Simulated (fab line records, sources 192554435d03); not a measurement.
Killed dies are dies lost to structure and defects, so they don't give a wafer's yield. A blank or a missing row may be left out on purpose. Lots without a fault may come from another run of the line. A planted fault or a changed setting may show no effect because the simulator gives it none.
fab line records | flow n5_finfet
record lots=4 wafers=12 last_day=15
route steps=1938 shown FIN_SAQP@142 FIN_CUT@154 BEOL_M4@1111
lots that met no fault: from a run of the same line without faults
start_h: hours from the record's first day to the start of the lot's first wafer shown | wait_h: hours since the lot's step before | " the same as in the row above | L1.1+2: a row that stands for several wafers | - no value, or no start given | * or withheld: withheld | < > ~ a bound
route shown NAME@n: a module of which the file shows steps, and the number in the route of the first | usual: mean/standard deviation of fault-free wafers | same: alike in all rows | chamber/n: place in a boat | sites: the reading at each site | _std_site: their standard deviation | _edge_site: outer sites' mean less inner sites' | radius_mm: how far each site lies from the wafer's centre | mask NAME#n: copy n | behind: the tool/chamber that last shaped the wafer | hold: why the lot was held/for how many hours/how that ended | device: the transistor (n, p or np) that didn't switch | end of line: the same wafers' tests at the end of the route | a step without rows: its recipe alone | killed: dies lost to structure and defects at the first sort, not the wafer's yield | map: a wafer's dies, x killed, . not, _ none there
set.NAME: the setting as run; set.NAME@STEP: as run at that earlier step | model.NAME: the simulator's own value behind a step, which no gauge read
lots at some steps of the route; a table a step, a row a wafer
services: from which hour (start_h, from the record's first day; less than 0 if before it) a tool's chamber was out of use, for how many hours, and why
## steps
# step N5_FIN_SAQP_HM_OPEN_33
# recipe chemistry=CH3F/O2 target=SiNx mask_material=SiO2 target_depth_a=494 time_s=70.6 pressure_mtorr=30 source_w=395 bias_w=73 Ar_flow_sccm=150 CH3F_flow_sccm=30 O2_flow_sccm=20 ion_energy_ev=120 ends=cleared
# step N5_FIN_SAQP_ETCH_34
# recipe chemistry=C4F6/O2 target=SiO2 target_depth_a=450 time_s=15 ion_energy_ev=250 pressure_mtorr=30 source_w=345 bias_w=185 Ar_flow_sccm=300 C4F6_flow_sccm=10 O2_flow_sccm=10 ends=cleared
# step N5_FIN_SAQP_STRIP_77
# recipe chemistry=N2/H2 time_s=90 power_w=100 temp_c=40 pressure_mtorr=100 rf_frequency_hz=6e+07 bias_power_w=3 n2_flow_sccm=300 h2_flow_sccm=300
# step N5_FIN_SAQP_ETCH_64
# recipe chemistry=CF4 target=SiO2 target_depth_a=15 ion_energy_ev=350 pressure_mtorr=10 icp_w=800 bias_w=400 cf4_flow_sccm=80
# step N5_FIN_SAQP_FIN_ETCH_36
# recipe chemistry=HBr/Cl2/O2 target_depth_a=1200 mask_material=SiNx time_s=50.4 bias_w=102 pressure_mtorr=10 icp_w=800 HBr_flow_sccm=150 Cl2_flow_sccm=80 O2_flow_sccm=12
# step N5_FIN_SAQP_PRECLEAN_38
# recipe chemistry=O3/DIW time_s=45 temp_c=22 o3_ppm=10
# step N5_FIN_SAQP_PRECLEAN_45
# recipe chemistry=dHF time_s=10 dilution=500:1 temp_c=25
# step N5_FIN_SAQP_SRD_39
# recipe dry=ipa_marangoni time_s=30 temp_c=23 rinse_liquid=diw
# step N5_FIN_CUT_COAT_18
# recipe resist=SOC temp_c=250 time_s=60 spin_rpm=1500 resist_thk_nm=230
# usual spin_speed_rpm=1500.2/0.96
# columns lot.wafer tool chamber start_h wait_h spin_speed_rpm model.SOC_of_FIN_CUT_COAT_18.thk_nm
L873.1 litho_track-03 0 32.28 0.0 1500.0 229.8
L873.2 " 0 " " 1501.9 229.6
L873.6 " 0 " " 1501.1 229.8
L884.3 litho_track-03 0 101.43 0.0 1818.2 208.6
L884.5 " 0 " " 1818.9 208
L884.6 " 0 " " 1819.2 208.4
L885.1 litho_track-03 0 106.16 0.0 1820.6 209
L885.3 " 0 " " 1820.9 208.6
L885.4 " 0 " " 1820.0 208.6
L889.1 litho_track-04 0 128.66 0.0 1500.3 230.4
L889.2 " 0 " " 1500.1 229.6
L889.3 " 0 " " 1501.5 230.6
# step N5_FIN_CUT_COAT_19
# recipe resist=SiARC temp_c=220 time_s=60 spin_rpm=1500 resist_thk_nm=20
# step N5_FIN_CUT_COAT_29
# recipe resist=underlayer temp_c=205 time_s=60 spin_rpm=1500 resist_thk_nm=10
# step N5_FIN_CUT_COAT_02
# recipe resist=CAR-EUV spin_rpm=1500 resist_thk_nm=30
# step N5_FIN_CUT_EBR_04
# recipe solvent=PGMEA ebr_width_mm=1.5
# step N5_FIN_CUT_SOFTBAKE_03
# recipe temp_c=110 time_s=60 resist=CAR-EUV
# step N5_FIN_CUT_EXPOSE_05
# recipe mask_id=FIN_CUT na=0.33 source_shape=annular sigma_inner=0.35 sigma_outer=0.8 polarization=unpolarized dose_mj=45.75
# step N5_FIN_CUT_PEB_06
# recipe peb_temp_c=100 peb_time_s=60 resist=CAR-EUV
# step N5_FIN_CUT_DEVELOP_07
# recipe develop_time_s=30 developer=TMAH resist=CAR-EUV rinse_liquid=surfactant_rinse dry=air_spin dev_temp_c=23
# step N5_FIN_CUT_DESCUM_13
# recipe chemistry=O2 time_s=7 source_power_w=50 bias_power_w=20 pressure_mtorr=20 rf_frequency_hz=2.712e+07 temp_c=40 resist=CAR-EUV o2_flow_sccm=225
# step N5_FIN_CUT_ETCH_30
# recipe chemistry=N2/H2 target=underlayer target_depth_a=130 mask_material=CAR-EUV time_s=10.4 ion_energy_ev=200 pressure_mtorr=30 source_w=840 bias_w=150 n2_flow_sccm=200 h2_flow_sccm=200 ends=cleared
# step N5_FIN_CUT_ETCH_20
# recipe chemistry=CF4 target=SiARC target_depth_a=260 mask_material=CAR-EUV time_s=43.3 ion_energy_ev=80 pressure_mtorr=40 source_w=545 bias_w=36 Ar_flow_sccm=100 cf4_flow_sccm=100 ends=cleared
# step N5_FIN_CUT_ETCH_21
# recipe chemistry=N2/H2 target=SOC target_depth_a=2190 overetch_a=438 mask_material=SiARC temp_c=40 ion_energy_ev=100 bias_w=61 time_s=523.5 pressure_mtorr=30 source_w=850 n2_flow_sccm=200 h2_flow_sccm=200
# usual drypump_motor_current_A=5.8/0.63 oes_product_au=0.70/0.063 rf_vpp_V=240.8/1.6 showerhead_plenum_p_Torr=2.54/0.1 throttle_valve_pct=17.83/0.24
# columns lot.wafer tool chamber start_h wait_h drypump_motor_current_A oes_product_au rf_hours_counter_h rf_vpp_V showerhead_plenum_p_Torr throttle_valve_pct model.etch.depth_nm
L873.1 rie_diel-01 3 32.89 0.0 4.9 0.65 202 241.4 2.63 17.75 229.8
L873.2 " 2 " " 6.3 0.71 133 242.7 2.66 18.16 229.5
L873.6 " 2 " " 6.3 0.72 - 244.0 2.66 18.18 229.8
L884.3 rie_diel-05 1 102.04 0.0 6.0 0.60 226 239.3 2.52 18.25 208.6
L884.5 " 2 " " 6.2 0.64 - 240.3 2.44 17.83 208
L884.6 " 1 " " 6.0 0.60 - 241.1 2.52 18.29 208.5
L885.1 rie_diel-05 0 106.78 0.0 4.7 0.80 14 239.6 2.49 17.47 209
L885.3 " 2 " " 6.2 0.64 153 238.7 2.44 17.84 208.7
L885.4 " 3 " " 6.8 0.69 120 239.2 2.46 17.79 208.6
L889.1 rie_diel-01 1 129.15 0.0 5.8 0.87 13 242.5 2.71 17.47 230.4
L889.2 " 3 " " 4.8 0.63 235 243.0 2.62 17.79 229.6
L889.3 " 2 " " 6.3 0.69 165 241.8 2.65 18.22 230.5
# step N5_FIN_CUT_STRIP_23
# recipe chemistry=N2/H2 temp_c=40 n2_flow_sccm=200 h2_flow_sccm=200 rf_frequency_hz=6e+07
# step N5_FIN_CUT_STRIP_31
# recipe chemistry=N2/H2 temp_c=40 n2_flow_sccm=200 h2_flow_sccm=200 rf_frequency_hz=6e+07
# step N5_FIN_CUT_STRIP_24
# recipe chemistry=CF4 resist=SiARC power_w=300 bias_power_w=75 pressure_mtorr=50 cf4_flow_sccm=150 rf_frequency_hz=6e+07
# step N5_FIN_CUT_CUT_ETCH_26
# recipe chemistry=CH3F/O2 target=SiNx target_depth_a=390 mask_material=SOC time_s=55.7 pressure_mtorr=30 source_w=395 bias_w=73 Ar_flow_sccm=150 CH3F_flow_sccm=30 O2_flow_sccm=20 ion_energy_ev=120
# step N5_FIN_CUT_CUT_ETCH_27
# recipe chemistry=CHF3/O2 target=SiO2 target_depth_a=40 mask_material=SOC overetch_a=20 time_s=4.9 pressure_mtorr=30 source_w=650 bias_w=170 Ar_flow_sccm=200 CHF3_flow_sccm=50 O2_flow_sccm=5 ion_energy_ev=200
# step N5_FIN_CUT_PRECLEAN_35
# recipe time_s=13.3 temp_c=45 pressure_torr=125 p_hf_torr=3 p_coreactant_torr=25 chemistry=vHF
# step N5_FIN_CUT_CUT_ETCH_15
# recipe chemistry=HBr/Cl2/O2 target=Si target_depth_a=1000 bt_time_s=10 mask_material=SOC time_s=42.4 ion_energy_ev=* bias_w=* pressure_mtorr=10 icp_w=800 HBr_flow_sccm=150 Cl2_flow_sccm=80 O2_flow_sccm=12
# step N5_FIN_CUT_CUT_ETCH_28
# recipe chemistry=HBr/Cl2/O2 target=Si target_depth_a=60 mask_material=SOC time_s=2.4 ion_energy_ev=* bias_w=* pressure_mtorr=10 icp_w=800 HBr_flow_sccm=150 Cl2_flow_sccm=80 O2_flow_sccm=12
# usual drypump_motor_current_A=6.0/0.52 oes_product_au=1.004/0.0094 throttle_valve_pct=37.23/0.28
# columns lot.wafer tool chamber start_h wait_h drypump_motor_current_A oes_product_au rf_hours_counter_h throttle_valve_pct model.SOC_of_FIN_CUT_COAT_18.thk_nm
L873.1 rie_si-01 0 33.77 0.0 6.2 1.010 14 37.59 169.2
L873.2 " 3 " " 6.4 0.998 166 37.36 167.4
L873.6 " 3 " " 6.4 0.992 - 37.39 168.4
L884.3 rie_si-01 3 102.63 0.0 6.3 0.993 167 37.39 147.4
L884.5 " 2 " " 6.2 1.014 - 37.19 147
L884.6 " 3 " " 6.3 0.994 - 37.38 147.4
L885.1 rie_si-01 1 107.37 0.0 6.3 0.996 118 37.09 147
L885.3 " 2 " " 6.2 1.007 149 37.19 147.6
L885.4 " 0 " " 6.2 1.011 15 37.59 147.4
L889.1 rie_si-05 1 129.74 0.0 5.3 1.000 154 37.42 168.8
L889.2 " 0 " " 5.7 1.015 46 37.00 168.8
L889.3 " 3 " " 6.6 1.005 191 36.83 169
# step N5_FIN_CUT_STRIP_22
# recipe chemistry=N2/H2 power_w=500 temp_c=40 pressure_mtorr=50 rf_frequency_hz=6e+07 overash_fraction=0.3 bias_power_w=8 h2_frac=0.5 n2_flow_sccm=300 h2_flow_sccm=300
# step N5_BEOL_M4_RC_MEAS_101
# usual DIBL_N=36.3/1 DIBL_P=36.2/1.4 IOFF_N=0.157/0.021 IOFF_P=0.206/0.025 ION_N=673/9 ION_P=461/6.4 SS_N=71.5/0.5 SS_P=73.2/0.47 VT_N=249.9/2.4 VT_P=-250.6/2.9
# columns lot.wafer tool chamber start_h wait_h DIBL_N[mV/V] DIBL_P[mV/V] IOFF_N[nA/um] IOFF_P[nA/um] ION_N[uA/um] ION_P[uA/um] SS_N[mV/dec] SS_P[mV/dec] VT_N[mV] VT_P[mV]
L873.1 prober-01 0 173.24 0.0 37.1 36.7 0.159 0.207 667 459 71.2 73.3 249.3 -251.0
L873.2 " 0 " " 36.7 35.9 0.154 0.192 669 457 71.2 73.5 252.6 -253.4
L873.6 " 0 " " 35.7 35.5 0.141 0.186 680 465 70.9 73.5 251.5 -252.5
L884.3 prober-02 0 237.44 0.3 38.8 39.5 0.204 0.247 677 460 72.6 74.1 248.8 -250.0
L884.5 " 0 " " 36.2 36.4 0.145 0.191 665 457 72.5 73.2 256.0 -251.6
L884.6 " 0 " " 36.1 36.1 0.147 0.190 677 464 72.6 72.7 251.3 -252.7
L885.1 prober-01 0 247.18 0.0 33.5 32.4 0.125 0.165 663 447 71.0 73.2 252.8 -254.5
L885.3 " 0 " " 36.0 35.7 0.155 0.204 667 454 71.0 73.5 251.8 -250.8
L885.4 " 0 " " 37.6 37.8 0.190 0.232 675 455 72.0 73.8 250.0 -248.7
L889.1 prober-02 0 268.33 0.0 35.8 37.4 0.156 0.204 668 457 71.8 73.7 249.6 -252.1
L889.2 " 0 " " 36.3 37.3 0.171 0.208 682 462 71.4 72.8 248.6 -249.7
L889.3 " 0 " " 36.2 36.7 0.161 0.196 676 461 71.2 72.6 249.1 -251.0
## services
# columns tool chamber start_h hours kind
rie_si-05 - 20.23 0.3 repair
rie_diel-05 0 32.03 - clean
rie_diel-05 0 32.03 - consumable_replace:focus_ring
rie_diel-05 0 32.03 23.1 scheduled_down
rie_diel-05 0 32.03 23.1 vent_cycle
rie_si-05 - 41.59 0.7 repair
litho_track-04 - 53.82 - consumable_replace:filter
rie_diel-05 - 61.15 0.7 repair
rie_diel-01 1 67.90 - clean
rie_diel-01 1 67.90 - consumable_replace:focus_ring
rie_diel-01 1 67.90 - consumable_replace:showerhead
rie_diel-01 1 67.90 21.2 scheduled_down
rie_diel-01 1 67.90 21.2 vent_cycle
rie_diel-05 - 76.88 0.9 repair
rie_diel-05 2 110.34 6.6 repair
rie_diel-05 - 125.78 2.8 pm
## key
first_sign step=N5_FIN_CUT_COAT_18 reading=spin_speed_rpm direction=up sigmas=99+ usual=* struck=*
effect none on later readings
model_effect step=N5_FIN_CUT_COAT_18 value=SOC_of_FIN_CUT_COAT_18.thk_nm without=229.7 struck=208.5
model_effect step=N5_FIN_CUT_ETCH_21 value=etch.depth_nm without=229.7 struck=208.6
model_effect step=N5_FIN_CUT_CUT_ETCH_28 value=SOC_of_FIN_CUT_COAT_18.thk_nm without=168.5 struck=147.3
met_at N5_FIN_CUT_COAT_18
struck_wafers L884.3,L884.5,L884.6,L885.1,L885.3,L885.4
onset_between 32.28 101.43
fault kind=process_parameter_drift tool=litho_track-03 chamber=- onset_h=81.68 steps=N5_FIN_CUT_COAT_18 channel=spin_rpm offset=* shape=step end_h=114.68 acts_in=* stated=*
